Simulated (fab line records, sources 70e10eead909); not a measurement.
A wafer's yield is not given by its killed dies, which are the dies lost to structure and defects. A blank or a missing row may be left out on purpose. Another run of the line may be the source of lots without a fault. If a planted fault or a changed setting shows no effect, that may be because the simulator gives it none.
What tool caused it? | flow nand_harc | 33 wafers from 11 lots sampled at 5 of the route's 1302 steps

## WHAT THE GAUGES SHOWED, per wafer
NHARC_END_SORT_01. Usual: killed_at_array 54, standard deviation 18; killed_at_other 0.9, standard deviation 1.2; killed_at_periphery 4.4, standard deviation 2.9; killed_dies 59, standard deviation 18; killed_open 3.2, standard deviation 1.8; killed_short 2.6, standard deviation 1.8.
lot  | measured     | on        | killed_at_array | killed_at_other | killed_at_periphery | killed_dies | killed_open | killed_short | flag
L494 | day 28 17:14 | prober-02 | 63 53 50        | 3 0 6           | 611 624 621         | 677 677 677 | 4 3 7       | 6 2 2        | OFF
L495 | day 30 16:32 | prober-02 | 67 71 68        | 2 1 0           | 608 605 609         | 677 677 677 | 3 5 2       | 5 6 1        | OFF
L500 | day 31 09:53 | prober-01 | 76 65 83        | 1 0 0           | 0 2 0               | 77 67 83    | 4 4 3       | 1 1 2        |
L501 | day 31 18:24 | prober-02 | 53 62 68        | 0 0 0           | 3 4 4               | 56 66 72    | 2 2 4       | 1 3 2        |
L504 | day 32 07:33 | prober-01 | 57 60 57        | 6 3 2           | 3 3 3               | 66 66 62    | 2 0 5       | 3 2 1        |
L505 | day 32 17:38 | prober-01 | 75 68 51        | 0 0 1           | 7 5 7               | 82 73 59    | 2 5 2       | 9 3 3        |
L506 | day 32 21:37 | prober-02 | 61 54 58        | 1 1 0           | 4 6 5               | 66 61 63    | 3 6 3       | 3 0 0        |
L508 | day 34 01:23 | prober-02 | 88 95 94        | 1 0 0           | 8 4 1               | 97 99 95    | 1 1 2       | 6 1 1        |

## WHAT TOOL EACH LOT RAN ON (gives the tool, then ch and the chambers of the sampled wafers, and finally the start)
lot  | NHARC_P_ZERO_WELL_ETCH_65          | NHARC_P_ZERO_WELL_ETCH_62                     | NHARC_P_ZERO_WELL_DESCUM_26        | NHARC_P_STI_HM_DEP_30
L486 | rie_diel-06 ch 0,1, day 1 21:29    | rie_diel-06 ch 2,3, day 1 22:38 or earlier    | rie_diel-10 ch 0,2, day 1 22:38    | lpcvd-02 ch 1, day 2 14:45
L489 | rie_diel-06 ch 0,2,3, day 3 03:35  | rie_diel-06 ch 0,2,3, day 3 04:52 or earlier  | rie_diel-10 ch 0,1,3, day 3 04:52  | lpcvd-02 ch 0, day 3 21:28
L494 | rie_diel-06 ch 1,2, day 5 05:29    | rie_diel-06 ch 2,3, day 5 06:46 or earlier    | rie_diel-06 ch 0,1,3, day 5 06:46  | lpcvd-02 ch 0, day 5 22:11
L495 | rie_diel-06 ch 0,2,3, day 5 15:29  | rie_diel-06 ch 0,1,2, day 5 16:37 or earlier  | rie_diel-10 ch 0,1,2, day 5 16:37  | lpcvd-02 ch 0, day 6 09:13
L500 | rie_diel-10 ch 0,2,3, day 7 17:32  | rie_diel-10 ch 0,1,3, day 7 18:40 or earlier  | rie_diel-06 ch 0,1,2, day 7 18:40  | lpcvd-02 ch 1, day 8 10:34
L501 | rie_diel-06 ch 1,2,3, day 8 03:31  | rie_diel-06 ch 0,3, day 8 04:47 or earlier    | rie_diel-10 ch 0,1, day 8 04:47    | lpcvd-01 ch 0, day 8 20:19
L504 | rie_diel-06 ch 0,3, day 9 09:32    | rie_diel-06 ch 1,2,3, day 9 10:48 or earlier  | rie_diel-01 ch 0,2,3, day 9 10:48  | lpcvd-02 ch 1, day 10 03:16
L505 | rie_diel-10 ch 0,2,3, day 9 19:30  | rie_diel-10 ch 1,2,3, day 9 20:41 or earlier  | rie_diel-10 ch 1,2,3, day 9 20:41  | lpcvd-02 ch 0, day 10 12:47
L506 | rie_diel-01 ch 0,2,3, day 10 05:41 | rie_diel-01 ch 0,2,3, day 10 06:51 or earlier | rie_diel-01 ch 0,2,3, day 10 06:51 | lpcvd-02 ch 0, day 10 23:36
L508 | rie_diel-10 ch 0,3, day 11 01:30   | rie_diel-10 ch 0,2,3, day 11 02:47 or earlier | rie_diel-01 ch 2,3, day 11 02:47   | lpcvd-02 ch 1, day 11 18:50
L509 | rie_diel-06 ch 0,3, day 11 11:39   | rie_diel-06 ch 0,1,3, day 11 12:49 or earlier | rie_diel-06 ch 0,1,2, day 11 12:49 | lpcvd-02 ch 0, day 12 04:17
- NHARC_P_ZERO_WELL_ETCH_65: etches the open film in N2/H2, target depth 80 nm, overetch 24 nm, time 87.88 s.
- NHARC_P_ZERO_WELL_ETCH_62: etches the open film in CHF3/Ar, target depth 13 nm, time 6.5 s.
- NHARC_P_ZERO_WELL_DESCUM_26: chemistry O2, time 3 s.
- NHARC_P_STI_HM_DEP_30: deposits Si3N4, target thk 80 nm, time 873 s.

## WHAT THE TOOLS THEMSELVES READ (means of the sampled wafers that have a number; where no wafer has one, the mark that the record gives instead)
NHARC_P_ZERO_WELL_ETCH_65. Usual: bias_w 150.0 W, standard deviation 0.44; drypump_motor_current_A 5.9 A, standard deviation 0.6; oes_product_au 0.999 a.u., standard deviation 0.0086; rf_vpp_V 430.2 V, standard deviation 2; showerhead_plenum_p_Torr 2.03 Torr, standard deviation 0.071; throttle_valve_pct 14.170 %, standard deviation 0.0086.
lot  | tool        | bias_w (W) | drypump_motor_current_A (A) | oes_product_au (a.u.) | rf_vpp_V (V) | showerhead_plenum_p_Torr (Torr) | throttle_valve_pct (%) | flag
L486 | rie_diel-06 | 149.8      | 6.4                         | 0.985                 | 431.9        | 2.07                            | 14.168                 |
L489 | rie_diel-06 | 150.0      | 6.0                         | 1.003                 | 429.5        | 2.00                            | 14.170                 |
L494 | rie_diel-06 | 149.9      | 6.1                         | 0.993                 | 430.2        | 2.04                            | 14.171                 |
L495 | rie_diel-06 | 149.8      | 6.1                         | 0.993                 | 430.0        | 1.99                            | 14.167                 |
L500 | rie_diel-10 | 150.2      | 5.3                         | 1.002                 | 431.1        | 2.06                            | 14.168                 |
L501 | rie_diel-06 | 150.0      | 5.8                         | 1.002                 | 429.3        | 2.02                            | 14.169                 |
L504 | rie_diel-06 | 149.9      | 5.9                         | 0.994                 | 429.8        | 2.01                            | 14.179                 |
L505 | rie_diel-10 | 149.8      | 5.3                         | 1.004                 | 430.8        | 2.05                            | 14.168                 |
L506 | rie_diel-01 | 149.6      | 5.9                         | 1.002                 | 430.9        | 2.06                            | 14.166                 |
L508 | rie_diel-10 | 149.6      | 5.4                         | 0.997                 | 432.7        | 2.12                            | 14.167                 |
L509 | rie_diel-06 | 149.8      | 5.9                         | 0.990                 | 429.4        | 2.01                            | 14.173                 |

NHARC_P_ZERO_WELL_ETCH_62. Usual: bias_w 200.0 W, standard deviation 0.57; drypump_motor_current_A 5.8 A, standard deviation 0.58; oes_product_au 0.958 a.u., standard deviation 0.016; rf_vpp_V 370.3 V, standard deviation 1.9; showerhead_plenum_p_Torr 2.33 Torr, standard deviation 0.076; throttle_valve_pct 20.218 %, standard deviation 0.0097.
lot  | tool        | bias_w (W) | drypump_motor_current_A (A) | oes_product_au (a.u.) | rf_vpp_V (V) | showerhead_plenum_p_Torr (Torr) | throttle_valve_pct (%) | flag
L486 | rie_diel-06 | 200.2      | 5.8                         | 0.965                 | 369.1        | 2.29                            | 20.222                 |
L489 | rie_diel-06 | 200.1      | 6.0                         | 0.955                 | 369.1        | 2.30                            | 20.221                 |
L494 | rie_diel-06 | 200.5      | 5.6                         | 0.967                 | 369.6        | 2.31                            | 20.231                 |
L495 | rie_diel-06 | 199.6      | 6.3                         | 0.922                 | 369.6        | 2.32                            | 20.216                 |
L500 | rie_diel-10 | 200.4      | 5.5                         | 0.956                 | 370.4        | 2.35                            | 20.223                 |
L501 | rie_diel-06 | 200.5      | 6.3                         | 0.971                 | 369.7        | 2.31                            | 20.201                 |
L504 | rie_diel-06 | 199.8      | 5.8                         | 0.947                 | 370.9        | 2.32                            | 20.217                 |
L505 | rie_diel-10 | 200.2      | 5.4                         | 0.970                 | 371.0        | 2.33                            | 20.220                 |
L506 | rie_diel-01 | 199.7      | 5.9                         | 0.972                 | 371.7        | 2.37                            | 20.228                 |
L508 | rie_diel-10 | 199.9      | 5.3                         | 0.953                 | 370.7        | 2.35                            | 20.218                 |
L509 | rie_diel-06 | 199.9      | 6.2                         | 0.932                 | 369.8        | 2.33                            | 20.224                 |

NHARC_P_ZERO_WELL_DESCUM_26. Usual: drypump_motor_current_A 5.8 A, standard deviation 0.58; oes_product_au 1.001 a.u., standard deviation 0.0096; rf_vpp_V 57.8 V, standard deviation 0.76; showerhead_plenum_p_Torr 1.90 Torr, standard deviation 0.066; throttle_valve_pct 11.311 %, standard deviation 0.0091.
lot  | tool        | drypump_motor_current_A (A) | oes_product_au (a.u.) | rf_vpp_V (V) | showerhead_plenum_p_Torr (Torr) | throttle_valve_pct (%) | flag
L486 | rie_diel-10 | 5.3                         | 1.017                 | 58.1         | 1.89                            | 11.315                 |
L489 | rie_diel-10 | 5.5                         | 1.018                 | 58.1         | 1.93                            | 11.310                 |
L494 | rie_diel-06 | 6.1                         | 0.996                 | 57.4         | 1.92                            | 11.305                 |
L495 | rie_diel-10 | 5.5                         | 1.003                 | 57.4         | 1.86                            | 11.310                 |
L500 | rie_diel-06 | 6.2                         | 1.002                 | 57.6         | 1.89                            | 11.310                 |
L501 | rie_diel-10 | 5.7                         | 1.006                 | 57.0         | 1.84                            | 11.307                 |
L504 | rie_diel-01 | 5.9                         | 0.998                 | 58.4         | 1.94                            | 11.307                 |
L505 | rie_diel-10 | 5.4                         | 0.998                 | 57.5         | 1.90                            | 11.309                 |
L506 | rie_diel-01 | 5.9                         | 1.002                 | 57.8         | 1.94                            | 11.315                 |
L508 | rie_diel-01 | 5.7                         | 1.009                 | 57.7         | 1.90                            | 11.310                 |
L509 | rie_diel-06 | 6.3                         | 0.997                 | 57.4         | 1.88                            | 11.308                 |

NHARC_P_STI_HM_DEP_30. Usual: pressure_mtorr 299.9 mTorr, standard deviation 0.65; run_length_s 895 s, standard deviation 14; spike_tc_bottom_C 809.1 C, standard deviation 2.6; spike_tc_upper_C 789.8 C, standard deviation 1.4; zone_power_top_pct 27 %, standard deviation 3.5.
lot  | tool     | pressure_mtorr (mTorr) | run_length_s (s) | spike_tc_bottom_C (C) | spike_tc_upper_C (C) | zone_power_top_pct (%) | flag
L486 | lpcvd-02 | 300.4                  | 896              | 809.8                 | 791.1                | 31                     |
L489 | lpcvd-02 | 300.2                  | 888              | 810.2                 | 787.9                | 24                     |
L494 | lpcvd-02 | -                      | -                | -                     | -                    | -                      | OFF
L495 | lpcvd-02 | -                      | -                | -                     | -                    | -                      | OFF
L500 | lpcvd-02 | 299.3                  | 899              | 810.2                 | 790.5                | 31                     |
L501 | lpcvd-01 | 300.2                  | 918              | 807.8                 | 789.6                | 24                     |
L504 | lpcvd-02 | 299.1                  | 898              | 811.0                 | 790.5                | 32                     |
L505 | lpcvd-02 | 300.8                  | 883              | 810.4                 | 789.0                | 24                     |
L506 | lpcvd-02 | 299.8                  | 881              | 811.1                 | 788.8                | 24                     |
L508 | lpcvd-02 | 300.6                  | 896              | 810.1                 | 791.0                | 32                     |
L509 | lpcvd-02 | 300.1                  | 889              | 810.8                 | 787.8                | 24                     |

## THE ANSWER, worked out from the rows above alone
Rule: take the mean of a lot's wafers that have a number; if it is more than 3 standard deviations from the usual mean, the lot is off. A lot without any number at a reading at which 4 lots or more have one is off too. All remaining lots with rows at the step are treated as sound. First the gauges in route order, then the tools' own readings, where a lot's mean is used as printed above. At the first step where some lot is off, the reading lying furthest off is the one used; lots without a number count as furthest.
Off: L494, L495, at NHARC_END_SORT_01 (killed_at_periphery). Neither off nor sound, because the step has no rows for them: L486, L489, L509.
If a tool, at a process step before that reading, ran all the lots that are off and no sound lot after the first of them, it fits. Not tried: the gauges at NHARC_END_SORT_01; whatever is off there is also off at NHARC_P_STI_HM_DEP_30, on other tools, and gauge error can't account for it. NHARC_P_ZERO_WELL_ETCH_62 gives no start for some lots, so the hours and the order of its lots are those of NHARC_P_ZERO_WELL_DESCUM_26. None of those tried fits.

## WHAT HAD BEEN PUT IN BY THE SIMULATOR
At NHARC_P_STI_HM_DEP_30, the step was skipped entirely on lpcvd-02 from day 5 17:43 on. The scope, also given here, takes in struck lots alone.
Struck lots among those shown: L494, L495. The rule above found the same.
